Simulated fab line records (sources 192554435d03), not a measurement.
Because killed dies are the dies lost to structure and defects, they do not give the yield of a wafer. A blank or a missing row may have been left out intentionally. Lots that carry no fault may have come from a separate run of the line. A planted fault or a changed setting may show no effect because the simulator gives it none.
Comparing a struck lot with a sound one || flow n5Finfet || 15 steps out of a route of 1938
Sound: these wafers, L327.1, L327.4, L327.5. Wafers struck: L337.1, L337.3, L337.5. The cause comes at the end.
For every step that has rows: the tool of each side, followed by ch and its chambers, followed by its first start. Under that, the readings that differ: sound wafers || struck wafers || difference of the means || sigmas: that difference in standard deviations of wafers without a fault.
alike: a reading whose means differ by less than 2 such deviations, as well as words and numbers matching on both sides. not compared: withheld readings; readings where some wafer has no value; bounds like >300 that might hide an equal value; numbers whose values overlap and for which the record gives no deviation.
Wherever a step has rows on one side only, a row that says differs or no value, or a row with sigmas, the two part there. Non-overlapping numbers with no deviation appear without sigmas and do not part them. A reading missing from all wafers of one side parts the sides only when that side holds two or more wafers.

first, 2 steps without rows for these wafers: N5_PASSIVATION_DEVELOP_29 (develop time 60 s); N5_PASSIVATION_HARDBAKE_31 (time 120 s).
N5_PASSIVATION_CD_MEAS_30 targets a cd of 4000 nm.
  sound on cdSem-03 ch 0, day 13 09:55; struck on cdSem-03 ch 0, day 16 12:53
  alike: cdNm
N5_PASSIVATION_OVL_MEAS_63:
  sound on overlay-02 ch 0, day 13 09:57; struck on overlay-01 ch 0, day 16 12:55
  alike: PAD_OVL
N5_PASSIVATION_INSPECT_64: inspects for defects (macro).
  struck on defectInspect-01, day 16 12:56; sound on defectInspect-02, day 13 09:58
  alike: rawDefectCount
N5_PASSIVATION_DESCUM_32: chemistry O2, time 7.9 s.
  sound on rieDiel-02 ch 0,2, day 13 10:00; struck on rieDiel-02 ch 0,3, day 16 13:00
  alike: drypumpMotorCurrentA, oesProductAu, rfVppV, showerheadPlenumPTorr, throttleValvePct
  not compared: rfHoursCounterH
N5_PASSIVATION_AL_ETCH_33: etches Al in Cl2/BCl3, stops on TaN, target depth 2800 nm, time 466.7 s.
  sound on rieMetal-03 ch 0,1, day 13 10:05; struck on rieMetal-03 ch 0,1, day 16 13:05
  alike: bcl3FlowSccm, biasW, drypumpMotorCurrentA, oesProductAu, throttleValvePct
  not compared: rfHoursCounterH
N5_PASSIVATION_ETCH_59: etches TaN in Cl2/BCl3, target depth 65 nm, time 34.9 s.
  sound on rieMetal-03 ch 0,1, day 13 10:29; struck on rieMetal-03 ch 0,1, day 16 13:29
  alike: bcl3FlowSccm, biasW, drypumpMotorCurrentA, oesProductAu, throttleValvePct
  not compared: rfHoursCounterH
N5_PASSIVATION_STRIP_34: strips in O2.
  sound on rieDiel-02 ch 1,2, day 13 10:37; struck on rieDiel-04 ch 2,3, day 16 13:37
  alike: drypumpMotorCurrentA, oesProductAu, rfVppV, showerheadPlenumPTorr, throttleValvePct
  not compared: rfHoursCounterH
then, 3 steps without rows for these wafers: N5_PASSIVATION_STRIP_51 (strips in post etch residue remover, time 1200 s); N5_PASSIVATION_CLEAN_69 (cleans in IPA, time 180 s); N5_PASSIVATION_SRD_70 (time 30 s).
N5_PASSIVATION_PECVD_53: deposits SiO2 from TEOS/O2, target thk 800 nm, time 169.4 s.
  sound on pecvd-04 ch 0,2, day 13 11:07; struck on pecvd-02 ch 0,2, day 16 14:08
{"reading": "runLengthS (s)", "sound": "197.8 197.0 197.6", "struck": "130.6 132.1 130.7", "difference": -66.3, "sigmas": "-99 or more"}
{"reading": "model.SiO2_of_PASSIVATION_PECVD_53.thkNm (nm)", "sound": "803.4 806.4 815.4", "struck": "485.2 475.4 481.4", "difference": -327.7, "sigmas": ""}
  alike: chamberPressureTorr
  not compared: sinceWetCleanH
N5_PASSIVATION_PECVD_35: deposits SiNx from SiH4/NH3/N2, target thk 700 nm, time 151.3 s.
  sound on pecvd-04 ch 0,2, day 13 11:14; struck on pecvd-02 ch 0,2, day 16 14:14
  alike: chamberPressureTorr, heaterPowerW, runLengthS, showerheadPlenumPTorr, throttleValvePct
  not compared: sinceWetCleanH
N5_PASSIVATION_PROBE_49:
  rows exist in the record for the struck wafers here (prober-01, day 16 17:57), but not for the sound ones

== WHERE THEY PART ==
At N5_PASSIVATION_PECVD_53 first; at N5_PASSIVATION_PROBE_49 last (within this record only).

WHY: what the simulator had put in
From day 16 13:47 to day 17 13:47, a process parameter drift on pecvd-02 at N5_PASSIVATION_PECVD_53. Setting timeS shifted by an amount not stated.
